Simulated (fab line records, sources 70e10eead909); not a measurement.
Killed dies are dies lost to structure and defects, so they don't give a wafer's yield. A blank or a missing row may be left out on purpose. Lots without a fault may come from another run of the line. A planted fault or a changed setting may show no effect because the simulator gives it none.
fab line records | flow nand_harc
record lots=6 wafers=18 last_day=24
route steps=1159 shown A_STAIRCASE@618 END@1159
lots that met no fault: from a run of the same line without faults
start_h: hours from the record's first day to the start of the lot's first wafer shown | wait_h: hours since the lot's step before | " the same as in the row above | L1.1+2: a row that stands for several wafers | - no value, or no start given | * or withheld: withheld | < > ~ a bound
route shown NAME@n: a module of which the file shows steps, and the number in the route of the first | usual: mean/standard deviation of fault-free wafers | same: alike in all rows | chamber/n: place in a boat | sites: the reading at each site | _std_site: their standard deviation | _edge_site: outer sites' mean less inner sites' | radius_mm: how far each site lies from the wafer's centre | mask NAME#n: copy n | behind: the tool/chamber that last shaped the wafer | hold: why the lot was held/for how many hours/how that ended | device: the transistor (n, p or np) that didn't switch | end of line: the same wafers' tests at the end of the route | a step without rows: its recipe alone | killed: dies lost to structure and defects at the first sort, not the wafer's yield | map: a wafer's dies, x killed, . not, _ none there
set.NAME: the setting as run; set.NAME@STEP: as run at that earlier step | model.NAME: the simulator's own value behind a step, which no gauge read
lots at some steps of the route; a table a step, a row a wafer
services: from which hour (start_h, from the record's first day; less than 0 if before it) a tool's chamber was out of use, for how many hours, and why
## steps
# step NHARC_A_STAIRCASE_TRIM_224
# recipe time_s=211.2 o2_flow_sccm=500 ar_flow_sccm=0 bias_w=0 chemistry=O2
# usual drypump_motor_current_A=5.6/0.49 oes_product_au=1.002/0.0071 rf_vpp_V=57.6/0.87 showerhead_plenum_p_Torr=3.49/0.16 throttle_valve_pct=17.037/0.0083
# columns lot.wafer tool chamber start_h wait_h drypump_motor_current_A oes_product_au rf_hours_counter_h rf_vpp_V showerhead_plenum_p_Torr throttle_valve_pct
L546.1 rie_diel-04 2 - - 5.7 0.988 48 57.5 3.46 17.040
L546.3 " 0 " " 5.0 0.996 20 57.2 3.33 17.029
L546.5 " 2 " " 5.7 1.001 - 59.1 3.46 17.034
L550.4 rie_diel-11 3 - - 5.9 0.995 30 58.4 3.75 17.039
L550.1 " 0 " " 5.1 1.006 28 56.4 3.30 17.038
L550.2 " 2 " " 4.8 0.995 30 56.6 3.70 17.050
L555.1 rie_diel-04 2 - - 5.7 0.999 3 58.1 3.45 17.037
L555.6 " 2 " " 5.7 1.007 - 56.5 3.45 17.039
L555.5 " 3 " " 5.3 1.012 - 57.8 3.65 17.025
L556.1 rie_diel-04 1 - - 6.2 1.024 8 57.4 3.40 17.044
L556.6 " 2 " " 5.7 1.002 - 55.7 3.44 17.044
L556.5 " 3 " " 5.3 1.005 - 58.2 3.65 17.029
L569.1 rie_diel-04 0 - - 5.0 1.005 32 57.6 3.31 17.038
L569.4 " 2 " " 5.7 1.003 - 57.4 3.43 17.042
L569.5 " 1 " " 6.2 1.005 - 57.9 3.39 17.023
L567.1 rie_diel-11 0 - - 5.1 1.004 4 57.5 3.81 17.036
L567.6 " 3 " " 5.9 1.016 - 58.1 3.73 17.039
L567.5 " 0 " " 5.1 1.009 - 59.5 3.81 17.054
# step NHARC_A_STAIRCASE_ETCH_225
# recipe target_depth_a=1000 time_s=40.5 ion_energy_ev=400 c4f8_flow_sccm=20 o2_flow_sccm=10 ar_flow_sccm=withheld rf_w=600 bias_w=1000 chemistry=C4F8/O2
# usual oes_product_au=0.944/0.0093 rf_vpp_V=894/5.8
# columns lot.wafer tool chamber start_h wait_h oes_product_au rf_hours_counter_h rf_vpp_V
L546.1 rie_diel-04 3 - - 0.936 47 901
L546.3 " 2 " " 0.943 49 893
L546.5 " 0 " " 0.961 - 888
L550.4 rie_diel-11 1 - - 0.959 30 891
L550.2 " 2 " " 0.953 30 902
L550.1 " 3 " " 0.938 30 903
L555.1 rie_diel-04 3 - - 0.941 3 900
L555.6 " 2 " " 0.941 - 892
L555.5 " 3 " " 0.936 - 901
L556.1 rie_diel-04 3 - - 0.939 15 899
L556.5 " 3 " " 0.944 - 899
L556.6 " 0 " " 0.951 - 887
L569.1 rie_diel-04 2 - - 0.937 34 893
L569.4 " 2 " " 0.934 - 893
L569.5 " 0 " " 0.950 - 890
L567.1 rie_diel-11 0 - - 0.938 5 906
L567.6 " 3 " " 0.944 - 902
L567.5 " 0 " " 0.939 - 906
# step NHARC_A_STAIRCASE_TRIM_226
# recipe time_s=211.2 o2_flow_sccm=500 ar_flow_sccm=0 bias_w=0 chemistry=O2
# step NHARC_A_STAIRCASE_ETCH_227
# recipe target_depth_a=1000 time_s=40.5 ion_energy_ev=400 c4f8_flow_sccm=20 o2_flow_sccm=10 ar_flow_sccm=withheld rf_w=600 bias_w=1000 chemistry=C4F8/O2
# step NHARC_A_STAIRCASE_TRIM_229
# recipe time_s=211.2 o2_flow_sccm=500 ar_flow_sccm=0 bias_w=0 chemistry=O2
# usual drypump_motor_current_A=5.6/0.48 oes_product_au=1.001/0.006 rf_vpp_V=57.8/0.83 showerhead_plenum_p_Torr=3.49/0.15 throttle_valve_pct=17.037/0.0089
# columns lot.wafer tool chamber start_h wait_h drypump_motor_current_A oes_product_au rf_hours_counter_h rf_vpp_V showerhead_plenum_p_Torr throttle_valve_pct
L546.1 rie_diel-04 1 246.85 0.1 6.2 0.998 45 57.4 3.41 17.050
L546.3 " 2 " " 5.7 0.996 49 58.4 3.46 17.032
L546.5 " 0 " " 5.0 0.995 - 57.5 3.33 17.045
L550.4 rie_diel-12 2 266.92 0.1 5.8 1.004 17 57.8 3.53 17.042
L550.2 " 0 " " 5.8 0.999 17 58.4 3.52 17.036
L550.1 " 1 " " 5.0 0.995 16 58.0 3.36 17.048
L555.1 rie_diel-04 3 304.16 0.1 5.3 1.000 3 57.8 3.65 17.043
L555.6 " 0 " " 5.0 1.000 - 56.9 3.32 17.024
L555.5 " 2 " " 5.7 0.994 - 57.9 3.45 17.058
L556.1 rie_diel-04 0 333.95 0.2 5.0 1.002 15 56.7 3.31 17.031
L556.5 " 0 " " 5.0 1.005 - 57.3 3.32 17.049
L556.6 " 1 " " 6.2 1.019 - 57.5 3.40 17.043
L569.4 rie_diel-11 0 384.34 0.1 5.0 1.003 3 58.4 3.81 17.022
L569.1 " 1 " " 6.4 1.008 3 59.7 3.34 17.032
L569.5 " 0 " " 5.1 0.992 - 57.0 3.81 17.016
L567.1 rie_diel-12 1 388.90 0.1 5.0 1.003 0 57.6 3.34 17.060
L567.6 " 1 " " 5.0 1.002 - 57.0 3.34 17.029
L567.5 " 2 " " 5.8 1.011 - 57.4 3.51 17.023
# step NHARC_A_STAIRCASE_ETCH_230
# recipe target_depth_a=1000 time_s=40.5 ion_energy_ev=400 c4f8_flow_sccm=20 o2_flow_sccm=10 ar_flow_sccm=withheld rf_w=600 bias_w=1000 chemistry=C4F8/O2
# step NHARC_A_STAIRCASE_TRIM_231
# recipe time_s=211.2 o2_flow_sccm=500 ar_flow_sccm=0 bias_w=0 chemistry=O2
# usual drypump_motor_current_A=5.6/0.5 oes_product_au=1.002/0.0086 rf_vpp_V=57.6/0.98 showerhead_plenum_p_Torr=3.48/0.14 throttle_valve_pct=17.037/0.009
# columns lot.wafer tool chamber start_h wait_h drypump_motor_current_A oes_product_au rf_hours_counter_h rf_vpp_V showerhead_plenum_p_Torr throttle_valve_pct
L546.1 rie_diel-04 1 - - 6.2 1.004 45 58.2 3.41 17.044
L546.3 " 2 " " 5.7 0.997 49 56.7 3.46 17.030
L546.5 " 1 " " 6.2 1.009 - 58.8 3.41 17.039
L550.2 rie_diel-12 3 - - 6.0 1.010 19 58.2 3.66 17.048
L550.1 " 0 " " 5.7 1.010 17 56.5 3.52 17.046
L550.4 " 1 " " 5.0 1.002 16 59.3 3.36 17.036
L555.1 rie_diel-04 0 - - 5.0 0.995 4 56.8 3.32 17.045
L555.6 " 3 " " 5.4 0.989 - 59.5 3.65 17.031
L555.5 " 0 " " 5.1 1.004 - 57.9 3.32 17.038
L556.1 rie_diel-04 1 - - 6.2 1.006 9 57.7 3.40 17.033
L556.5 " 3 " " 5.3 0.994 - 56.8 3.65 17.032
L556.6 " 0 " " 5.0 0.998 - 58.0 3.32 17.048
L569.4 rie_diel-11 2 - - 4.8 1.010 3 58.0 3.67 17.029
L569.1 " 3 " " 5.9 1.006 2 59.1 3.73 17.041
L569.5 " 0 " " 5.1 1.005 - 59.3 3.81 17.035
L567.1 rie_diel-12 0 - - 5.7 1.004 0 59.8 3.50 17.035
L567.5 " 1 " " 5.0 1.006 - 58.0 3.34 17.046
L567.6 " 2 " " 5.8 1.004 - 57.2 3.51 17.023
# step NHARC_A_STAIRCASE_ETCH_232
# recipe target_depth_a=1000 time_s=40.5 ion_energy_ev=400 c4f8_flow_sccm=20 o2_flow_sccm=10 ar_flow_sccm=withheld rf_w=600 bias_w=1000 chemistry=C4F8/O2
# usual oes_product_au=0.945/0.01 rf_vpp_V=895/5.4
# columns lot.wafer tool chamber start_h wait_h oes_product_au rf_hours_counter_h rf_vpp_V
L546.1 rie_diel-04 2 - - 0.943 49 895
L546.3 " 3 " " 0.948 48 901
L546.5 " 2 " " 0.937 - 893
L550.4 rie_diel-12 3 - - 0.947 19 900
L550.2 " 0 " " 0.964 17 896
L550.1 " 2 " " 0.949 17 896
L555.1 rie_diel-04 0 - - 0.933 4 889
L555.5 " 3 " " 0.944 - 900
L555.6 " 0 " " 0.936 - 888
L556.1 rie_diel-04 1 - - 0.943 9 891
L556.5 " 0 " " 0.941 - 890
L556.6 " 1 " " 0.940 - 891
L569.1 rie_diel-11 0 - - 0.946 3 907
L569.4 " 1 " " 0.941 4 888
L569.5 " 2 " " 0.958 - 901
L567.1 rie_diel-12 2 - - 0.946 0 895
L567.5 " 0 " " 0.960 - 896
L567.6 " 1 " " 0.943 - 889
# step NHARC_A_STAIRCASE_TRIM_233
# recipe time_s=211.2 o2_flow_sccm=500 ar_flow_sccm=0 bias_w=0 chemistry=O2
# step NHARC_A_STAIRCASE_ETCH_234
# recipe target_depth_a=1000 time_s=40.5 ion_energy_ev=400 c4f8_flow_sccm=20 o2_flow_sccm=10 ar_flow_sccm=withheld rf_w=600 bias_w=1000 chemistry=C4F8/O2
# step NHARC_A_STAIRCASE_TRIM_235
# recipe time_s=211.2 o2_flow_sccm=500 ar_flow_sccm=0 bias_w=0 chemistry=O2
# step NHARC_A_STAIRCASE_ETCH_236
# recipe target_depth_a=1000 time_s=40.5 ion_energy_ev=400 c4f8_flow_sccm=20 o2_flow_sccm=10 ar_flow_sccm=withheld rf_w=600 bias_w=1000 chemistry=C4F8/O2
# usual oes_product_au=0.943/0.0098 rf_vpp_V=894/5.3
# columns lot.wafer tool chamber start_h wait_h oes_product_au rf_hours_counter_h rf_vpp_V
L546.1 rie_diel-04 3 247.72 - 0.941 48 901
L546.3 " 2 " " 0.955 49 892
L546.5 " 3 " " 0.942 - 901
L550.4 rie_diel-12 2 267.82 - 0.929 18 895
L550.1 " 3 " " 0.950 19 902
L550.2 " 0 " " 0.946 17 896
L555.1 rie_diel-04 2 305.21 - 1.124 4 894
L555.5 " 3 " " 1.123 - 900
L555.6 " 0 " " 1.125 - 887
L556.1 rie_diel-04 0 335.03 - 1.119 15 890
L556.5 " 1 " " 1.110 - 891
L556.6 " 2 " " 1.124 - 892
L569.1 rie_diel-11 3 385.46 - 0.936 2 904
L569.4 " 0 " " 0.927 4 906
L569.5 " 3 " " 0.932 - 902
L567.1 rie_diel-12 3 389.84 - 0.949 0 898
L567.6 " 1 " " 0.952 - 889
L567.5 " 2 " " 0.953 - 896
# step NHARC_END_SORT_01
# recipe temp_c=25
# usual killed_at_array=29/11 killed_at_other=0.6/0.92 killed_at_periphery=3.2/2 killed_dies=33/11 killed_open=3.2/2 killed_short=1.9/1.5
# same gross_dies=677
# columns lot.wafer tool chamber start_h wait_h hold killed_at_array killed_at_other killed_at_periphery killed_dies killed_open killed_short
L550.1 prober-01 0 453.77 2.5 - 29 0 0 29 3 2
L550.2 prober-01 0 454.56 2.8 - 18 1 1 20 5 1
L550.4 prober-01 0 456.14 3.4 - 23 0 2 25 7 1
L555.1 prober-02 0 492.90 2.5 await_dispo/6.7h/scrap 677 0 0 677 2 3
L555.5 prober-02 0 496.12 3.7 await_dispo/6.7h/scrap 675 0 2 677 3 2
L555.6 prober-02 0 496.92 4.0 await_dispo/6.7h/scrap 656 0 4 660 3 0
L556.1 prober-01 0 519.44 2.5 await_dispo/2.6h/scrap 673 0 2 675 0 1
L556.5 prober-01 0 522.57 3.6 await_dispo/2.6h/scrap 672 0 5 677 7 1
L556.6 prober-01 0 523.35 3.9 await_dispo/2.6h/scrap 673 0 4 677 5 1
L567.1 prober-01 0 571.55 2.5 - 37 0 2 39 2 0
L567.5 prober-01 0 574.72 3.7 - 22 0 1 23 0 3
L567.6 prober-01 0 575.51 4.0 - 23 0 2 25 3 1
L569.1 prober-02 0 578.40 2.5 - 42 0 5 47 4 1
L569.4 prober-02 0 580.78 3.4 - 44 0 5 49 1 1
L569.5 prober-02 0 581.57 3.7 - 37 0 7 44 3 0
# killed by level:class
L550.1 A_CHANNEL_HOLE_D1:chamber_film_flake=17 A_M0:geometric_particle:open=3 A_WL_FILL:chamber_film_flake=2 A_CONTACT:chamber_film_flake=2 A_CHANNEL_HOLE_D1:geometric_particle:short=1 A_CONTACT:geometric_particle:short=1 A_CHANNEL_FILL_D1:chamber_film_flake=1 A_STAIRCASE:chamber_film_flake=1
L550.2 A_CHANNEL_HOLE_D1:chamber_film_flake=11 A_ONON_D1:geometric_particle:open=2 A_CONTACT:geometric_particle:open=2 P_M0:geometric_particle:open=1 A_M1:geometric_particle:short=1 A_STAIRCASE:chamber_film_flake=1 A_CONTACT:chamber_film_flake=1 THIN_TSV:chamber_film_flake=1
L550.4 A_CHANNEL_HOLE_D1:chamber_film_flake=14 A_CONTACT:geometric_particle:open=4 P_M0:geometric_particle:open=1 A_STAIRCASE:geometric_particle:short=1 A_WL_FILL:geometric_particle:open=1 A_M1:geometric_particle:open=1 P_ZERO_WELL:chamber_film_flake=1 A_SLIT:chamber_film_flake=1
L555.1 A_STAIRCASE:area_etch=666 A_ZERO_WELL:chamber_film_flake=3 A_ONON_D1:geometric_particle:short=2 A_CHANNEL_HOLE_D1:chamber_film_flake=2 A_WL_FILL:geometric_particle:open=1 A_BLC:geometric_particle:short=1 A_BLC:geometric_particle:open=1 A_CONTACT:chamber_film_flake=1
L555.5 A_STAIRCASE:area_etch=655 A_CHANNEL_HOLE_D1:chamber_film_flake=8 A_CONTACT:chamber_film_flake=5 P_ZERO_WELL:chamber_film_flake=2 A_ZERO_WELL:chamber_film_flake=2 A_ONON_D1:geometric_particle:open=1 A_CHANNEL_HOLE_D1:geometric_particle:short=1 A_CHANNEL_FILL_D1:geometric_particle:short=1
L555.6 A_STAIRCASE:area_etch=642 A_ZERO_WELL:chamber_film_flake=5 A_CHANNEL_HOLE_D1:chamber_film_flake=4 P_BONDPAD:chamber_film_flake=2 A_STAIRCASE:chamber_film_flake=2 A_CHANNEL_HOLE_D1:geometric_particle:open=1 A_CONTACT:geometric_particle:open=1 A_M0:geometric_particle:open=1
L556.1 A_STAIRCASE:area_etch=642 A_SLIT:chamber_film_flake=18 A_CHANNEL_HOLE_D1:chamber_film_flake=6 A_ZERO_WELL:chamber_film_flake=2 A_WL_FILL:chamber_film_flake=2 A_CONTACT:chamber_film_flake=2 A_CHANNEL_FILL_D1:geometric_particle:short=1 P_ZERO_WELL:chamber_film_flake=1
L556.5 A_STAIRCASE:area_etch=637 A_SLIT:chamber_film_flake=14 A_CHANNEL_HOLE_D1:chamber_film_flake=6 A_CONTACT:chamber_film_flake=4 P_ZERO_WELL:chamber_film_flake=3 P_M0:geometric_particle:open=2 A_ZERO_WELL:chamber_film_flake=2 A_STAIRCASE:chamber_film_flake=2
L556.6 A_STAIRCASE:area_etch=651 A_SLIT:chamber_film_flake=7 A_STAIRCASE:chamber_film_flake=4 A_CONTACT:geometric_particle:open=3 A_CONTACT:chamber_film_flake=3 P_ZERO_WELL:chamber_film_flake=2 A_CHANNEL_HOLE_D1:chamber_film_flake=2 P_CONTACT:geometric_particle:open=1
L567.1 A_CONTACT:chamber_film_flake=14 A_CHANNEL_HOLE_D1:chamber_film_flake=10 A_STAIRCASE:chamber_film_flake=5 A_SLIT:chamber_film_flake=3 A_M0:geometric_particle:open=2 A_BLC:chamber_film_flake=2 P_ZERO_WELL:chamber_film_flake=1 P_STI:chamber_film_flake=1
L567.5 A_STAIRCASE:chamber_film_flake=9 A_CHANNEL_HOLE_D1:chamber_film_flake=4 A_CONTACT:chamber_film_flake=4 A_WL_FILL:geometric_particle:short=2 A_BLC:geometric_particle:short=1 P_STI:chamber_film_flake=1 A_CHANNEL_FILL_D1:chamber_film_flake=1 A_BLC:chamber_film_flake=1
L567.6 A_CONTACT:chamber_film_flake=8 A_CHANNEL_HOLE_D1:chamber_film_flake=6 A_STAIRCASE:chamber_film_flake=6 P_CONTACT:geometric_particle:open=1 P_M0:geometric_particle:open=1 A_SOURCE_PLATE:geometric_particle:open=1 A_ONON_D1:geometric_particle:short=1 A_CHANNEL_FILL_D1:chamber_film_flake=1
L569.1 A_SLIT:chamber_film_flake=17 A_CHANNEL_HOLE_D1:chamber_film_flake=7 A_CONTACT:chamber_film_flake=6 A_BLC:chamber_film_flake=6 P_M2:chamber_film_flake=3 A_STAIRCASE:chamber_film_flake=2 P_M2:geometric_particle:short=1 A_CHANNEL_FILL_D1:geometric_particle:open=1
L569.4 A_SLIT:chamber_film_flake=14 A_CONTACT:chamber_film_flake=12 A_CHANNEL_HOLE_D1:chamber_film_flake=7 A_STAIRCASE:chamber_film_flake=5 A_BLC:chamber_film_flake=3 P_GATE:chamber_film_flake=2 P_M2:chamber_film_flake=2 A_CHANNEL_FILL_D1:geometric_particle:open=1
L569.5 A_CONTACT:chamber_film_flake=11 A_SLIT:chamber_film_flake=9 A_BLC:chamber_film_flake=6 P_M2:chamber_film_flake=4 P_GATE:chamber_film_flake=3 A_CHANNEL_HOLE_D1:chamber_film_flake=3 A_WL_FILL:chamber_film_flake=3 A_M0:geometric_particle:open=2
# map L555.1 (x killed, . not)
____________x____________
_________xxxxxxx_________
_______xxxxxxxxxxx_______
______xxxxxxxxxxxxx______
_____xxxxxxxxxxxxxxx_____
____xxxxxxxxxxxxxxxxx____
____xxxxxxxxxxxxxxxxx____
___xxxxxxxxxxxxxxxxxxx___
___xxxxxxxxxxxxxxxxxxx___
__xxxxxxxxxxxxxxxxxxxxx__
__xxxxxxxxxxxxxxxxxxxxx__
_xxxxxxxxxxxxxxxxxxxxxxx_
_xxxxxxxxxxxxxxxxxxxxxxx_
_xxxxxxxxxxxxxxxxxxxxxxx_
_xxxxxxxxxxxxxxxxxxxxxxx_
_xxxxxxxxxxxxxxxxxxxxxxx_
xxxxxxxxxxxxxxxxxxxxxxxxx
xxxxxxxxxxxxxxxxxxxxxxxxx
xxxxxxxxxxxxxxxxxxxxxxxxx
xxxxxxxxxxxxxxxxxxxxxxxxx
xxxxxxxxxxxxxxxxxxxxxxxxx
_xxxxxxxxxxxxxxxxxxxxxxx_
_xxxxxxxxxxxxxxxxxxxxxxx_
_xxxxxxxxxxxxxxxxxxxxxxx_
_xxxxxxxxxxxxxxxxxxxxxxx_
_xxxxxxxxxxxxxxxxxxxxxxx_
__xxxxxxxxxxxxxxxxxxxxx__
__xxxxxxxxxxxxxxxxxxxxx__
___xxxxxxxxxxxxxxxxxxx___
___xxxxxxxxxxxxxxxxxxx___
____xxxxxxxxxxxxxxxxx____
____xxxxxxxxxxxxxxxxx____
_____xxxxxxxxxxxxxxx_____
______xxxxxxxxxxxxx______
_______xxxxxxxxxxx_______
_________xxxxxxx_________
____________x____________
# map L556.5 (x killed, . not)
____________x____________
_________xxxxxxx_________
_______xxxxxxxxxxx_______
______xxxxxxxxxxxxx______
_____xxxxxxxxxxxxxxx_____
____xxxxxxxxxxxxxxxxx____
____xxxxxxxxxxxxxxxxx____
___xxxxxxxxxxxxxxxxxxx___
___xxxxxxxxxxxxxxxxxxx___
__xxxxxxxxxxxxxxxxxxxxx__
__xxxxxxxxxxxxxxxxxxxxx__
_xxxxxxxxxxxxxxxxxxxxxxx_
_xxxxxxxxxxxxxxxxxxxxxxx_
_xxxxxxxxxxxxxxxxxxxxxxx_
_xxxxxxxxxxxxxxxxxxxxxxx_
_xxxxxxxxxxxxxxxxxxxxxxx_
xxxxxxxxxxxxxxxxxxxxxxxxx
xxxxxxxxxxxxxxxxxxxxxxxxx
xxxxxxxxxxxxxxxxxxxxxxxxx
xxxxxxxxxxxxxxxxxxxxxxxxx
xxxxxxxxxxxxxxxxxxxxxxxxx
_xxxxxxxxxxxxxxxxxxxxxxx_
_xxxxxxxxxxxxxxxxxxxxxxx_
_xxxxxxxxxxxxxxxxxxxxxxx_
_xxxxxxxxxxxxxxxxxxxxxxx_
_xxxxxxxxxxxxxxxxxxxxxxx_
__xxxxxxxxxxxxxxxxxxxxx__
__xxxxxxxxxxxxxxxxxxxxx__
___xxxxxxxxxxxxxxxxxxx___
___xxxxxxxxxxxxxxxxxxx___
____xxxxxxxxxxxxxxxxx____
____xxxxxxxxxxxxxxxxx____
_____xxxxxxxxxxxxxxx_____
______xxxxxxxxxxxxx______
_______xxxxxxxxxxx_______
_________xxxxxxx_________
____________x____________
## services
# columns tool chamber start_h hours kind
rie_diel-04 - 222.71 1.2 repair
rie_diel-04 0 243.71 - clean
rie_diel-04 1 243.71 - clean
rie_diel-04 2 243.71 - clean
rie_diel-04 3 243.71 - clean
rie_diel-04 0 268.25 - clean
rie_diel-04 1 268.25 - clean
rie_diel-04 2 268.25 - clean
rie_diel-04 3 268.25 - clean
rie_diel-04 - 288.90 9.0 pm
rie_diel-04 0 288.90 9.0 vent_cycle
rie_diel-04 1 288.90 18.3 vent_cycle
rie_diel-04 2 288.90 9.0 vent_cycle
rie_diel-04 3 288.90 9.0 vent_cycle
rie_diel-04 0 297.90 - clean
rie_diel-04 2 297.90 - clean
rie_diel-04 3 297.90 - clean
rie_diel-04 0 323.25 - clean
rie_diel-04 1 323.25 - clean
rie_diel-04 2 362.65 7.9 repair
rie_diel-11 2 363.14 3.9 repair
rie_diel-11 - 366.82 9.0 pm
rie_diel-12 - 379.69 9.0 pm
rie_diel-04 3 381.53 3.7 repair
## key
first_sign step=NHARC_A_STAIRCASE_ETCH_236 reading=oes_product_au direction=up sigmas=18 usual=0.943 struck=1.121
effect step=NHARC_END_SORT_01 reading=killed_at_array direction=up sigmas=60 usual=29 struck=671
more_kills_born_at NHARC_A_STAIRCASE_ETCH_236@rie_diel-04=3893
met_at NHARC_A_STAIRCASE_ETCH_236
struck_wafers L555.1,L555.5,L555.6,L556.1,L556.5,L556.6
later_rows_left_out L555.1,L555.5,L555.6,L556.1,L556.5,L556.6
tester_left_out L555,L556
onset_between 247.72 305.21
fault kind=process_parameter_drift tool=rie_diel-04 chamber=- onset_h=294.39 steps=NHARC_A_STAIRCASE_ETCH_236 channel=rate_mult offset=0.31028 shape=step end_h=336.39
# tester_left_out: of these lots the tester's yield and bins aren't shown, on N5 and GAA mostly nor the transistor test; their killed dies are dies lost to structure and defects alone, not to doping, threshold or leakage, so they don't give the yield
# later_rows_left_out: the simulator's readings of these wafers behind a module that went badly wrong aren't trusted and aren't shown, but for the sort
